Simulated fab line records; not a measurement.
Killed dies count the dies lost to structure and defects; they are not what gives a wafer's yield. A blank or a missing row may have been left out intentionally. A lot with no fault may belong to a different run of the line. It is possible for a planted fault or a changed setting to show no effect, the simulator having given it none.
3 desks looking at one fault	flow n5_finfet	what lay behind the numbers comes last; until then each desk has only its own

## THE TOOL OWNER'S DESK: rie_diel-01
The tool's own readings at N5_BEOL_M4_VIA_ETCH_34 (etches the open film in C4F6/O2, target depth 69.4 nm, time 65.9 s): means of the sampled wafers that have a number, for each lot that ran on this tool. If a lot's mean is further than 4 standard deviations from the usual mean, the lot is out of limits and carries the mark OUT (the distance appears in the brackets).
Columns: A = drypump_motor_current_A at N5_BEOL_M4_VIA_ETCH_34, usual 5.5 A; B = oes_product_au at N5_BEOL_M4_VIA_ETCH_34, usual 0.81 a.u.; C = rf_fwd_power_W at N5_BEOL_M4_VIA_ETCH_34, usual 346.7 W; D = rf_vpp_V at N5_BEOL_M4_VIA_ETCH_34, usual 667 V; E = showerhead_plenum_p_Torr at N5_BEOL_M4_VIA_ETCH_34, usual 2.85 Torr; F = throttle_valve_pct at N5_BEOL_M4_VIA_ETCH_34, usual 30.88 %
lot	first seen here	A	B	C	D	E	F
L633	day 7 14:41	5.9	0.92	347.7	673	2.97	30.64
L648	day 11 19:00	6.0	0.82	290.5 (-47) OUT	728 (+7.5) OUT	2.84	30.70
This desk finds L648 out of limits, L648 being first, at day 11 19:00 (rf_fwd_power_W at N5_BEOL_M4_VIA_ETCH_34). L633 stayed within limits.

## THE DEFECT DESK
Lot by lot, what the route's inspections counted, given as the mean of those sampled wafers with a number. If a lot's mean is further than 4 standard deviations from the usual mean, the lot is out of limits and carries the mark OUT (the distance appears in the brackets).
Columns: A = raw_defect_count at N5_BEOL_M4_INSPECT_30, usual 421
lot	first seen here	A
L633	day 7 12:13	470
L639	day 9 05:47	340
L648	day 11 15:56	424
L649	day 11 21:51	384
L654	day 12 15:17	517
This desk's finding: nothing out of limits on any of the 5 lots.

## AT THE METROLOGY DESK
What the gauges read, lot by lot, whatever tool the lot ran on: means of the sampled wafers that have a number. If a lot's mean is further than 4 standard deviations from the usual mean, the lot is out of limits and carries the mark OUT (the distance appears in the brackets). Readings shown: 7 of its 12, picked as those furthest out on some lot.
Columns: A = cd_nm at N5_BEOL_M4_CD_MEAS_28, usual 26.20 nm; B = DIBL_P at N5_BEOL_M4_RC_MEAS_101, usual 36.4 mV/V; C = IOFF_P at N5_BEOL_M4_RC_MEAS_101, usual 0.214 nA/um; D = ION_P at N5_BEOL_M4_RC_MEAS_101, usual 463 uA/um; E = SS_N at N5_BEOL_M4_RC_MEAS_101, usual 71.5 mV/dec; F = SS_P at N5_BEOL_M4_RC_MEAS_101, usual 73.3 mV/dec; G = VT_P at N5_BEOL_M4_RC_MEAS_101, usual -250.1 mV
lot	first seen here	A	B	C	D	E	F	G
L633	day 7 12:08	26.17	36.4	0.185	455	71.5	73.1	-253.6
L639	day 9 05:42	26.28	39.1	0.246	464	72.1	74.0	-248.4
L648	day 11 15:50	25.99	34.6	0.193	461	71.3	72.6	-251.5
L649	day 11 21:46	26.18	35.2	0.195	468	70.5	73.1	-250.9
L654	day 12 15:11	26.14	34.6	0.171	460	71.7	72.9	-253.5
This desk's finding: nothing out of limits on any of the 5 lots.

## BROUGHT TOGETHER
The tool owner's desk had the chance to raise an alarm at day 11 19:00 on L648.
The defect desk saw nothing out of limits.
At the metrology desk, nothing out of limits was observed.
The defect desk has L648 on record, within its limits.
The metrology desk holds a record of L648, inside its limits.
Of the lots named, all ran N5_BEOL_M4_VIA_ETCH_34 on rie_diel-01.

## WHAT THE SIMULATOR PUT IN
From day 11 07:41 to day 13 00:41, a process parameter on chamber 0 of rie_diel-01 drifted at N5_BEOL_M4_VIA_ETCH_34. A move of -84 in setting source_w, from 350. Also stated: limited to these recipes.
Lots struck among those shown: L648.
Each desk's first reading out of limits, in hours after the fault started: the tool owner's desk, 11.
